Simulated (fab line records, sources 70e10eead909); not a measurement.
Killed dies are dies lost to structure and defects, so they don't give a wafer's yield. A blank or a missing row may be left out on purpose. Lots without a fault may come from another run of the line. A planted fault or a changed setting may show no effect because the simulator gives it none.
fab line records | flow nand_harc
record lots=7 wafers=21 last_day=24
route steps=1159 shown P_STI@78 END@1159
lots that met no fault: from a run of the same line without faults
start_h: hours from the record's first day to the start of the lot's first wafer shown | wait_h: hours since the lot's step before | " the same as in the row above | L1.1+2: a row that stands for several wafers | - no value, or no start given | * or withheld: withheld | < > ~ a bound
route shown NAME@n: a module of which the file shows steps, and the number in the route of the first | usual: mean/standard deviation of fault-free wafers | same: alike in all rows | chamber/n: place in a boat | sites: the reading at each site | _std_site: their standard deviation | _edge_site: outer sites' mean less inner sites' | radius_mm: how far each site lies from the wafer's centre | mask NAME#n: copy n | behind: the tool/chamber that last shaped the wafer | hold: why the lot was held/for how many hours/how that ended | device: the transistor (n, p or np) that didn't switch | end of line: the same wafers' tests at the end of the route | a step without rows: its recipe alone | killed: dies lost to structure and defects at the first sort, not the wafer's yield | map: a wafer's dies, x killed, . not, _ none there
set.NAME: the setting as run; set.NAME@STEP: as run at that earlier step | model.NAME: the simulator's own value behind a step, which no gauge read
lots at some steps of the route; a table a step, a row a wafer
services: from which hour (start_h, from the record's first day; less than 0 if before it) a tool's chamber was out of use, for how many hours, and why
## steps
# step NHARC_P_STI_SOFTBAKE_04
# recipe temp_c=125 time_s=70
# step NHARC_P_STI_EBR_05
# step NHARC_P_STI_EXPOSE_06
# recipe na=0.55 target_cd_nm=200 dose_mj=37.69 mask_id=P_STI
# step NHARC_P_STI_PEB_07
# recipe peb_temp_c=128 peb_time_s=80
# step NHARC_P_STI_DEVELOP_08
# recipe time_s=50 dev_temp_c=22
# step NHARC_P_STI_CD_MEAS_09
# recipe target_cd_nm=200 landing_energy_ev=500
# usual cd_nm=200.1/2.2
# columns lot.wafer tool chamber start_h wait_h cd_nm
L402.1 cd_sem-01 0 67.36 - 198.7
L402.2 " 0 " " 200.1
L402.6 " 0 " " 196.2
L413.1 cd_sem-02 0 131.59 - 200.8
L413.3 " 0 " " 203.4
L413.4 " 0 " " 201.9
L412.3 cd_sem-02 0 131.76 - 201.1
L412.4 " 0 " " 196.5
L412.5 " 0 " " 197.5
L415.1 cd_sem-01 0 139.70 - 202.2
L415.4 " 0 " " 202.0
L415.5 " 0 " " 201.4
L414.1 cd_sem-02 0 139.86 - 200.2
L414.4 " 0 " " 203.0
L414.5 " 0 " " 199.0
L418.3 cd_sem-02 0 161.11 - 198.5
L418.5 " 0 " " 201.0
L418.6 " 0 " " 199.8
L420.1 cd_sem-03 0 174.33 - 199.5
L420.3 " 0 " " 199.7
L420.4 " 0 " " 198.3
# step NHARC_P_STI_OVL_MEAS_10
# usual overlay_x_nm=1/4.9 overlay_y_nm=0/4.2
# columns lot.wafer tool chamber start_h wait_h overlay_x_nm overlay_y_nm
L402.1 overlay-02 - 67.45 - 0 8
L402.2 " - " " -1 8
L402.6 " - " " -1 7
L413.1 overlay-02 - 131.68 - 4 -2
L413.3 " - " " 3 -2
L413.4 " - " " 3 -2
L412.3 overlay-01 - 131.85 - -2 2
L412.4 " - " " -3 2
L412.5 " - " " -2 2
L415.1 overlay-01 - 139.80 - 4 2
L415.4 " - " " 3 2
L415.5 " - " " 4 2
L414.1 overlay-02 - 139.95 - 4 3
L414.4 " - " " 4 3
L414.5 " - " " 4 4
L418.3 overlay-02 - 161.19 - 4 -4
L418.5 " - " " 4 -4
L418.6 " - " " 4 -4
L420.1 overlay-01 - 174.42 - -1 2
L420.3 " - " " -2 2
L420.4 " - " " -2 2
# step NHARC_P_STI_INSPECT_11
# usual raw_defect_count=5.6/2.7
# columns lot.wafer tool chamber start_h wait_h raw_defect_count
L402.1 defect_inspect-01 - 67.49 0.0 6
L402.2 " - " " 5
L402.6 " - " " 7
L413.1 defect_inspect-01 - 131.72 0.0 6
L413.3 " - " " 4
L413.4 " - " " 6
L412.3 defect_inspect-02 - 131.88 0.0 7
L412.4 " - " " 15
L412.5 " - " " 5
L415.1 defect_inspect-02 - 139.84 0.0 4
L415.4 " - " " 5
L415.5 " - " " 10
L414.1 defect_inspect-01 - 139.99 0.0 4
L414.4 " - " " 6
L414.5 " - " " 5
L418.3 defect_inspect-02 - 161.23 0.0 5
L418.5 " - " " 12
L418.6 " - " " 7
L420.1 defect_inspect-02 - 174.46 0.0 3
L420.3 " - " " 1
L420.4 " - " " 5
# step NHARC_P_STI_HARDBAKE_13
# recipe temp_c=118 time_s=65
# step NHARC_P_STI_DESCUM_14
# recipe time_s=3 o2_flow_sccm=200 ar_flow_sccm=0 bias_power_w=0 chemistry=O2
# usual drypump_motor_current_A=5.7/0.47 oes_product_au=1.001/0.01 rf_vpp_V=57.7/0.8 showerhead_plenum_p_Torr=1.92/0.078 throttle_valve_pct=11.311/0.0091
# same time_s=3
# columns lot.wafer tool chamber start_h wait_h drypump_motor_current_A oes_product_au rf_hours_counter_h rf_vpp_V showerhead_plenum_p_Torr throttle_valve_pct
L402.1 rie_diel-05 1 67.63 - 6.0 0.989 2 56.2 1.83 11.315
L402.2 " 3 " " 6.0 0.992 2 57.8 1.95 11.309
L402.6 " 1 " " 6.0 0.991 - 57.9 1.83 11.307
L413.4 rie_diel-05 1 131.85 - 6.0 0.997 4 57.0 1.83 11.311
L413.3 " 2 " " 5.3 0.980 3 56.8 1.97 11.312
L413.1 " 0 " " 5.6 0.999 3 56.5 1.96 11.324
L412.3 rie_diel-01 3 132.02 - 5.9 1.000 11 57.2 1.89 11.307
L412.4 " 0 " " 6.7 1.007 12 57.2 1.97 11.315
L412.5 " 3 " " 5.9 0.998 - 57.0 1.89 11.320
L415.4 rie_diel-05 1 139.99 - 6.0 1.006 4 57.2 1.83 11.312
L415.1 " 2 " " 5.3 0.982 3 59.0 1.97 11.307
L415.5 " 0 " " 5.6 0.999 - 59.4 1.96 11.329
L414.1 rie_diel-05 1 140.12 - 6.0 0.999 4 57.8 1.83 11.306
L414.4 " 3 " " 6.0 1.015 4 59.0 1.95 11.313
L414.5 " 2 " " 5.3 0.976 - 58.3 1.97 11.325
L418.3 rie_diel-11 3 161.38 - 5.0 0.995 5 57.3 1.86 11.320
L418.5 " 1 " " 5.6 1.011 - 58.2 2.05 11.320
L418.6 " 2 " " 5.5 1.004 - 56.6 1.79 11.318
L420.4 rie_diel-05 0 174.59 - 5.5 1.010 0 56.7 1.96 11.311
L420.3 " 2 " " 5.3 0.986 0 58.7 1.97 11.318
L420.1 " 3 " " 6.0 1.007 0 57.5 1.95 11.305
# step NHARC_P_STI_ETCH_42
# recipe target_depth_a=800 overetch_a=240 time_s=61 ion_energy_ev=200 n2_flow_sccm=150 h2_flow_sccm=150 ar_flow_sccm=0 rf_w=400 bias_w=150 chemistry=N2/H2
# usual bias_w=150.0/0.47 chamber_pressure_mTorr=30.000/0.029 drypump_motor_current_A=5.7/0.48 oes_product_au=1.000/0.01 rf_vpp_V=430.8/2.4 showerhead_plenum_p_Torr=2.05/0.083 throttle_valve_pct=14.170/0.0091
# same time_s=61
# columns lot.wafer tool chamber start_h wait_h bias_w chamber_pressure_mTorr drypump_motor_current_A oes_product_au rf_hours_counter_h rf_vpp_V showerhead_plenum_p_Torr throttle_valve_pct
L402.1 rie_diel-05 2 67.71 0.1 150.8 30.063 5.3 0.982 2 431.6 2.10 14.168
L402.2 " 3 " " 150.0 30.003 6.0 0.996 2 430.5 2.08 14.155
L402.6 " 3 " " 150.0 30.047 6.0 0.989 - 431.4 2.08 14.159
L413.4 rie_diel-05 0 131.94 0.1 150.0 30.034 5.6 1.013 3 431.4 2.09 14.151
L413.1 " 1 " " 150.4 30.012 6.0 0.990 4 428.6 1.95 14.165
L413.3 " 3 " " 150.3 30.028 6.0 1.000 3 431.7 2.08 14.167
L412.3 rie_diel-01 0 132.11 0.1 150.6 30.014 6.7 1.005 12 431.3 2.10 14.183
L412.4 " 2 " " 150.7 29.946 6.2 0.995 12 429.4 1.96 14.162
L412.5 " 0 " " 150.2 30.004 6.7 1.005 - 432.1 2.10 14.160
L415.1 rie_diel-05 3 140.06 0.1 150.7 30.017 6.0 1.011 4 431.3 2.08 14.177
L415.4 " 1 " " 149.4 30.024 6.0 1.004 4 427.2 1.95 14.174
L415.5 " 3 " " 149.9 30.016 6.0 1.003 - 432.3 2.08 14.175
L414.1 rie_diel-05 0 140.21 0.1 149.9 30.007 5.5 1.014 4 432.1 2.09 14.175
L414.4 " 3 " " 149.8 29.962 6.0 1.012 4 430.9 2.08 14.172
L414.5 " 1 " " 150.3 30.030 6.0 1.007 - 428.0 1.95 14.173
L418.3 rie_diel-11 1 161.45 0.1 149.9 29.983 5.6 1.016 5 435.4 2.19 14.183
L418.6 " 1 " " 150.0 30.031 5.6 1.009 - 434.9 2.19 14.168
L418.5 " 2 " " 150.4 30.009 5.5 1.008 - 426.4 1.91 14.175
L420.1 rie_diel-05 0 174.74 0.1 150.1 29.981 5.6 0.999 0 432.0 2.09 14.165
L420.3 " 1 " " 149.7 29.968 6.0 0.998 0 426.9 1.95 14.171
L420.4 " 2 " " 151.1 29.936 5.3 0.981 0 432.9 2.10 14.164
# step NHARC_P_STI_ETCH_31
# recipe target_depth_a=1089 time_s=54.5 cf4_flow_sccm=100 chf3_flow_sccm=30 ar_flow_sccm=0 rf_w=500 bias_w=200 chemistry=CF4/CHF3
# usual bias_w=200.0/0.59 cf4_flow_sccm=99.92/0.3 drypump_motor_current_A=5.7/0.47 oes_product_au=0.962/0.018 rf_vpp_V=370.9/2 showerhead_plenum_p_Torr=1.58/0.058 throttle_valve_pct=16.804/0.0086
# same time_s=54.5
# columns lot.wafer tool chamber start_h wait_h bias_w cf4_flow_sccm drypump_motor_current_A oes_product_au rf_hours_counter_h rf_vpp_V showerhead_plenum_p_Torr throttle_valve_pct
L402.1 rie_diel-05 0 - - 199.9 99.92 5.6 0.967 2 372.7 1.61 16.815
L402.2 " 2 " " 200.5 99.49 5.3 0.954 2 372.2 1.62 16.800
L402.6 " 0 " " 199.4 99.50 5.5 0.972 - 371.6 1.61 16.796
L413.3 rie_diel-05 1 - - 200.9 99.96 6.0 0.959 4 368.5 1.51 16.804
L413.1 " 2 " " 199.5 100.32 5.3 0.955 3 372.1 1.62 16.808
L413.4 " 0 " " 199.5 100.11 5.6 0.975 3 373.1 1.61 16.814
L412.4 rie_diel-01 2 - - 201.0 100.01 6.1 0.964 12 369.6 1.52 16.806
L412.3 " 3 " " 200.0 100.49 5.9 0.965 11 370.3 1.56 16.816
L412.5 " 1 " " 200.5 100.34 6.2 0.977 - 369.4 1.55 16.812
L415.4 rie_diel-05 2 - - 200.1 99.64 5.3 0.966 3 373.5 1.62 16.804
L415.1 " 3 " " 199.7 99.88 6.0 0.986 4 371.2 1.60 16.821
L415.5 " 1 " " 199.7 99.26 6.0 0.954 - 369.6 1.51 16.808
L414.4 rie_diel-05 3 - - 200.1 99.60 6.0 0.970 4 371.8 1.60 16.791
L414.1 " 1 " " 199.9 100.06 6.0 0.953 4 368.8 1.51 16.794
L414.5 " 2 " " 200.6 99.43 5.3 0.937 - 372.1 1.62 16.810
L418.3 rie_diel-11 0 - - 199.2 99.53 5.2 1.000 5 371.1 1.65 16.798
L418.5 " 3 " " 198.8 99.03 5.0 0.975 - 366.7 1.53 16.797
L418.6 " 0 " " 199.6 99.65 5.3 0.993 - 372.4 1.65 16.811
L420.3 rie_diel-05 0 - - 200.8 100.14 5.5 0.945 0 372.2 1.61 16.821
L420.4 " 1 " " 200.5 100.29 6.0 0.941 0 369.1 1.51 16.810
L420.1 " 2 " " 199.0 100.20 5.3 0.945 0 371.6 1.62 16.802
# step NHARC_P_STI_ETCH_15
# recipe target_depth_a=3000 taper_deg=4 time_s=100.1 hbr_flow_sccm=150 cl2_flow_sccm=50 rf_w=400 icp_w=400 bias_w=100 chemistry=HBr/Cl2
# usual bias_w=99.98/0.3 chamber_pressure_mTorr=14.999/0.014 drypump_motor_current_A=5.9/0.61 oes_product_au=0.999/0.0096 throttle_valve_pct=26.406/0.0099 time_s=100.1/0
# columns lot.wafer tool chamber start_h wait_h bias_w chamber_pressure_mTorr drypump_motor_current_A oes_product_au rf_hours_counter_h throttle_valve_pct time_s
L402.2 rie_si-03 0 67.98 - 99.74 14.990 6.7 1.015 0.6 26.397 100.1
L402.1 " 1 " " 99.77 15.000 5.5 0.990 0.6 26.407 100.1
L402.6 " 2 " " 99.67 14.995 6.3 1.002 - 26.402 100.1
L413.4 rie_si-03 0 132.13 - - - - - - - -
L413.1 " 1 " " - - - - - - -
L413.3 " 3 " " - - - - - - -
L412.3 rie_si-02 2 132.29 - - - - - - - -
L412.5 " 2 " " - - - - - - -
L412.4 " 1 " " - - - - - - -
L415.4 rie_si-02 2 140.32 - 99.47 15.012 6.2 0.982 0.7 26.419 100.1
L415.1 " 3 " " 100.03 14.998 5.9 1.004 0.6 26.414 100.1
L415.5 " 0 " " 99.80 15.007 5.3 1.001 - 26.405 100.1
L414.1 rie_si-04 2 140.40 - - - - - - - -
L414.4 " 1 " " - - - - - - -
L414.5 " 3 " " - - - - - - -
L418.3 rie_si-04 3 161.66 - 99.86 14.997 5.5 0.979 0.4 26.425 100.1
L418.5 " 2 " " 99.97 14.976 6.3 0.989 - 26.412 100.1
L418.6 " 3 " " 99.96 15.001 5.5 0.980 - 26.397 100.1
L420.1 rie_si-02 2 174.94 - 100.13 14.970 6.2 0.993 0.9 26.406 100.1
L420.3 " 3 " " 99.67 15.008 5.9 0.990 0.8 26.407 100.1
L420.4 " 3 " " 99.70 14.997 5.9 0.992 - 26.402 100.1
# step NHARC_P_STI_CD_MEAS_16
# usual cd_nm=199.7/2.4
# columns lot.wafer tool chamber start_h wait_h cd_nm
L402.1 cd_sem-03 - 68.11 - 199.2
L402.2 " - " " 199.8
L402.6 " - " " 196.5
L413.1 cd_sem-03 - 132.29 - 200.6
L413.3 " - " " 203.5
L413.4 " - " " 202.5
L412.3 cd_sem-03 - 132.49 - 201.7
L412.4 " - " " 197.1
L412.5 " - " " 199.4
L415.1 cd_sem-02 - 140.45 - 200.8
L415.4 " - " " 202.4
L415.5 " - " " 201.6
L414.1 cd_sem-02 - 140.56 - 199.6
L414.4 " - " " 201.5
L414.5 " - " " 198.8
L418.3 cd_sem-01 - 161.81 - 198.6
L418.5 " - " " 202.7
L418.6 " - " " 199.4
L420.1 cd_sem-03 - 175.11 - 198.9
L420.3 " - " " 201.1
L420.4 " - " " 196.6
# step NHARC_P_STI_OCD_MEAS_17
# usual trench_depth_nm=300/4.1 trench_foot_cd_nm=158.1/2.4
# columns lot.wafer tool chamber start_h wait_h trench_depth_nm trench_foot_cd_nm
L402.1 ocd-01 - 68.20 0.1 298 156.7
L402.2 " - " " 304 157.6
L402.6 " - " " 302 153.9
L413.1 ocd-01 - 132.38 0.1 0 -
L413.3 " - " " 0 -
L413.4 " - " " 0 -
L412.3 ocd-02 - 132.58 0.1 0 -
L412.4 " - " " 0 -
L412.5 " - " " 0 -
L415.1 ocd-02 - 140.54 0.1 300 160.6
L415.4 " - " " 294 160.9
L415.5 " - " " 302 159.2
L414.1 ocd-02 - 140.66 0.1 0 -
L414.4 " - " " 0 -
L414.5 " - " " 0 -
L418.3 ocd-01 - 161.89 0.1 288 158.3
L418.5 " - " " 296 160.2
L418.6 " - " " 291 159.3
L420.1 ocd-02 - 175.20 0.1 297 158.1
L420.3 " - " " 297 159.0
L420.4 " - " " 299 156.4
# step NHARC_P_STI_STRIP_19
# recipe time_s=900 temp_c=130 chemistry=SPM
# step NHARC_P_STI_PRECLEAN_32
# recipe time_s=* temp_c=50 bath_age_min=0 chemistry=SC1
# step NHARC_P_STI_SRD_23
# step NHARC_P_STI_OCD_MEAS_43
# usual trench_depth_nm=300/4.1 trench_foot_cd_nm=158.1/2.3
# columns lot.wafer tool chamber start_h wait_h trench_depth_nm trench_foot_cd_nm
L402.1 ocd-01 - 68.70 - 298 156.9
L402.2 " - " " 303 157.4
L402.6 " - " " 302 153.8
L413.1 ocd-01 - 132.89 - 0 -
L413.3 " - " " 0 -
L413.4 " - " " 0 -
L412.3 ocd-02 - 133.10 - 0 -
L412.4 " - " " 0 -
L412.5 " - " " 0 -
L415.1 ocd-01 - 141.05 - 300 160.2
L415.4 " - " " 293 160.8
L415.5 " - " " 302 159.2
L414.1 ocd-02 - 141.18 - 0 -
L414.4 " - " " 0 -
L414.5 " - " " 0 -
L418.3 ocd-02 - 162.40 - 288 157.7
L418.5 " - " " 295 159.3
L418.6 " - " " 290 159.3
L420.1 ocd-02 - 175.71 - 298 157.8
L420.3 " - " " 297 158.4
L420.4 " - " " 298 156.7
# step NHARC_P_STI_OXIDE_33
# recipe target_thk_a=100 temp_c=1000 ox_time_s=281 material=SiO2
# step NHARC_END_SORT_01
# recipe temp_c=25
# usual killed_at_array=21/8.9 killed_at_other=0.8/1.3 killed_at_periphery=3.6/2.4 killed_dies=26/8.9 killed_open=3.1/1.8 killed_short=1.9/1.3
# same gross_dies=677
# columns lot.wafer tool chamber start_h wait_h killed_at_array killed_at_other killed_at_periphery killed_dies killed_open killed_short
L412.3 prober-01 0 537.10 3.1 26 1 650 677 5 1
L412.4 prober-01 0 537.89 3.4 21 0 656 677 3 3
L412.5 prober-01 0 538.69 3.7 27 0 650 677 1 0
L413.1 prober-02 0 543.07 2.6 15 1 661 677 1 4
L413.3 prober-02 0 544.67 3.1 18 0 659 677 2 3
L413.4 prober-02 0 545.48 3.4 11 0 666 677 5 0
L414.1 prober-02 0 550.93 2.5 16 1 660 677 0 2
L414.4 prober-02 0 553.36 3.4 12 0 665 677 4 0
L414.5 prober-02 0 554.17 3.7 16 0 661 677 2 1
# killed by level:class
L412.3 P_STI:area_etch=647 A_CHANNEL_HOLE_D1:chamber_film_flake=16 A_STAIRCASE:chamber_film_flake=4 A_CONTACT:geometric_particle:open=2 P_STI:geometric_particle:open=1 A_CONTACT:geometric_particle:short=1 A_M0:geometric_particle:open=1 A_M1:geometric_particle:open=1
L412.4 P_STI:area_etch=650 A_CHANNEL_HOLE_D1:chamber_film_flake=15 P_ZERO_WELL:chamber_film_flake=3 P_CONTACT:geometric_particle:open=1 P_M2:geometric_particle:open=1 A_CHANNEL_HOLE_D1:geometric_particle:short=1 A_CHANNEL_FILL_D1:geometric_particle:open=1 A_CHANNEL_FILL_D1:geometric_particle:short=1
L412.5 P_STI:area_etch=648 A_CHANNEL_HOLE_D1:chamber_film_flake=19 A_STAIRCASE:chamber_film_flake=4 A_CONTACT:chamber_film_flake=2 A_BLC:geometric_particle:open=1 P_ZERO_WELL:chamber_film_flake=1 P_M0:chamber_film_flake=1 A_BLC:chamber_film_flake=1
L413.1 P_STI:area_etch=661 A_CONTACT:chamber_film_flake=5 A_CHANNEL_HOLE_D1:chamber_film_flake=3 A_ONON_D1:geometric_particle:short=1 A_CHANNEL_HOLE_D1:geometric_particle:short=1 A_SGD_CUT:geometric_particle:short=1 A_CONTACT:geometric_particle:open=1 A_M1:geometric_particle:short=1
L413.3 P_STI:area_etch=656 A_CHANNEL_HOLE_D1:chamber_film_flake=6 A_CONTACT:chamber_film_flake=5 A_BLC:geometric_particle:short=2 P_M0:geometric_particle:open=1 A_STAIRCASE:geometric_particle:short=1 A_CONTACT:geometric_particle:open=1 P_ZERO_WELL:chamber_film_flake=1
L413.4 P_STI:area_etch=664 A_CHANNEL_HOLE_D1:chamber_film_flake=4 A_ONON_D1:geometric_particle:open=2 A_WL_FILL:chamber_film_flake=2 P_CONTACT:geometric_particle:open=1 P_M1:geometric_particle:open=1 A_CHANNEL_FILL_D1:geometric_particle:open=1 A_ZERO_WELL:chamber_film_flake=1
L414.1 P_STI:area_etch=658 A_CONTACT:chamber_film_flake=7 A_CHANNEL_HOLE_D1:chamber_film_flake=6 A_WL_FILL:geometric_particle:short=1 A_M0:geometric_particle:short=1 P_GATE:chamber_film_flake=1 P_M0:chamber_film_flake=1 A_SLIT:chamber_film_flake=1
L414.4 P_STI:area_etch=663 A_CHANNEL_HOLE_D1:chamber_film_flake=5 A_CONTACT:chamber_film_flake=4 P_CONTACT:geometric_particle:open=2 A_CHANNEL_FILL_D1:geometric_particle:open=1 A_M0:geometric_particle:open=1 A_STAIRCASE:chamber_film_flake=1
L414.5 P_STI:area_etch=657 A_CONTACT:chamber_film_flake=7 A_CHANNEL_HOLE_D1:chamber_film_flake=4 P_GATE:chamber_film_flake=3 A_STAIRCASE:chamber_film_flake=3 P_CONTACT:geometric_particle:open=1 A_CONTACT:geometric_particle:short=1 A_M0:geometric_particle:open=1
# map L412.3 (x killed, . not)
____________x____________
_________xxxxxxx_________
_______xxxxxxxxxxx_______
______xxxxxxxxxxxxx______
_____xxxxxxxxxxxxxxx_____
____xxxxxxxxxxxxxxxxx____
____xxxxxxxxxxxxxxxxx____
___xxxxxxxxxxxxxxxxxxx___
___xxxxxxxxxxxxxxxxxxx___
__xxxxxxxxxxxxxxxxxxxxx__
__xxxxxxxxxxxxxxxxxxxxx__
_xxxxxxxxxxxxxxxxxxxxxxx_
_xxxxxxxxxxxxxxxxxxxxxxx_
_xxxxxxxxxxxxxxxxxxxxxxx_
_xxxxxxxxxxxxxxxxxxxxxxx_
_xxxxxxxxxxxxxxxxxxxxxxx_
xxxxxxxxxxxxxxxxxxxxxxxxx
xxxxxxxxxxxxxxxxxxxxxxxxx
xxxxxxxxxxxxxxxxxxxxxxxxx
xxxxxxxxxxxxxxxxxxxxxxxxx
xxxxxxxxxxxxxxxxxxxxxxxxx
_xxxxxxxxxxxxxxxxxxxxxxx_
_xxxxxxxxxxxxxxxxxxxxxxx_
_xxxxxxxxxxxxxxxxxxxxxxx_
_xxxxxxxxxxxxxxxxxxxxxxx_
_xxxxxxxxxxxxxxxxxxxxxxx_
__xxxxxxxxxxxxxxxxxxxxx__
__xxxxxxxxxxxxxxxxxxxxx__
___xxxxxxxxxxxxxxxxxxx___
___xxxxxxxxxxxxxxxxxxx___
____xxxxxxxxxxxxxxxxx____
____xxxxxxxxxxxxxxxxx____
_____xxxxxxxxxxxxxxx_____
______xxxxxxxxxxxxx______
_______xxxxxxxxxxx_______
_________xxxxxxx_________
____________x____________
# map L413.1 (x killed, . not)
____________x____________
_________xxxxxxx_________
_______xxxxxxxxxxx_______
______xxxxxxxxxxxxx______
_____xxxxxxxxxxxxxxx_____
____xxxxxxxxxxxxxxxxx____
____xxxxxxxxxxxxxxxxx____
___xxxxxxxxxxxxxxxxxxx___
___xxxxxxxxxxxxxxxxxxx___
__xxxxxxxxxxxxxxxxxxxxx__
__xxxxxxxxxxxxxxxxxxxxx__
_xxxxxxxxxxxxxxxxxxxxxxx_
_xxxxxxxxxxxxxxxxxxxxxxx_
_xxxxxxxxxxxxxxxxxxxxxxx_
_xxxxxxxxxxxxxxxxxxxxxxx_
_xxxxxxxxxxxxxxxxxxxxxxx_
xxxxxxxxxxxxxxxxxxxxxxxxx
xxxxxxxxxxxxxxxxxxxxxxxxx
xxxxxxxxxxxxxxxxxxxxxxxxx
xxxxxxxxxxxxxxxxxxxxxxxxx
xxxxxxxxxxxxxxxxxxxxxxxxx
_xxxxxxxxxxxxxxxxxxxxxxx_
_xxxxxxxxxxxxxxxxxxxxxxx_
_xxxxxxxxxxxxxxxxxxxxxxx_
_xxxxxxxxxxxxxxxxxxxxxxx_
_xxxxxxxxxxxxxxxxxxxxxxx_
__xxxxxxxxxxxxxxxxxxxxx__
__xxxxxxxxxxxxxxxxxxxxx__
___xxxxxxxxxxxxxxxxxxx___
___xxxxxxxxxxxxxxxxxxx___
____xxxxxxxxxxxxxxxxx____
____xxxxxxxxxxxxxxxxx____
_____xxxxxxxxxxxxxxx_____
______xxxxxxxxxxxxx______
_______xxxxxxxxxxx_______
_________xxxxxxx_________
____________x____________
## services
# columns tool chamber start_h hours kind
rie_diel-05 0 44.60 - clean
rie_diel-05 1 44.60 - clean
rie_diel-05 2 44.60 - clean
rie_diel-05 3 44.60 - clean
rie_si-04 - 60.28 2.8 repair
rie_diel-05 0 69.10 - clean
rie_diel-05 1 69.10 - clean
rie_diel-05 2 69.10 - clean
rie_diel-05 3 69.10 - clean
rie_diel-01 3 74.66 7.0 repair
rie_diel-01 0 85.02 2.9 repair
rie_diel-05 2 90.17 11.4 repair
rie_diel-11 2 96.36 15.9 repair
rie_si-03 2 97.60 6.3 repair
rie_si-04 - 99.00 9.0 pm
rie_si-02 0 125.94 10.1 repair
rie_diel-01 - 137.80 9.0 pm
rie_diel-05 0 141.97 6.7 repair
rie_diel-01 2 148.10 34.4 repair
rie_si-02 1 152.28 53.6 repair
rie_si-03 - 155.00 9.0 pm
rie_diel-05 0 162.79 7.2 repair
rie_diel-05 - 163.60 9.0 pm
rie_diel-01 - 171.93 0.1 repair
## key
first_sign step=NHARC_P_STI_ETCH_15 reading=tool_record direction=missing
effect step=NHARC_P_STI_OCD_MEAS_17 reading=trench_depth_nm direction=down sigmas=74 usual=300 struck=0
effect step=NHARC_P_STI_OCD_MEAS_43 reading=trench_depth_nm direction=down sigmas=74 usual=300 struck=0
effect step=NHARC_END_SORT_01 reading=killed_at_periphery direction=up sigmas=99+ usual=3.6 struck=658.7
more_kills_born_at NHARC_P_STI_ETCH_15@rie_si-03=1981 NHARC_P_STI_ETCH_15@rie_si-04=1975 NHARC_P_STI_ETCH_15@rie_si-02=1945
met_at NHARC_P_STI_ETCH_15
struck_wafers L412.3,L412.4,L412.5,L413.1,L413.3,L413.4,L414.1,L414.4,L414.5
later_rows_left_out L412.3,L412.4,L412.5,L413.1,L413.3,L413.4,L414.1,L414.4,L414.5
tester_left_out L412,L413,L414
onset_between 67.98 132.13
fault kind=skipped_step_whole tool=rie_si-02,rie_si-03,rie_si-04 chamber=- onset_h=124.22 steps=NHARC_P_STI_ETCH_15 scope=struck_lots_only
# tester_left_out: of these lots the tester's yield and bins aren't shown, on N5 and GAA mostly nor the transistor test; their killed dies are dies lost to structure and defects alone, not to doping, threshold or leakage, so they don't give the yield
# later_rows_left_out: the simulator's readings of these wafers behind a module that went badly wrong aren't trusted and aren't shown, but for the sort
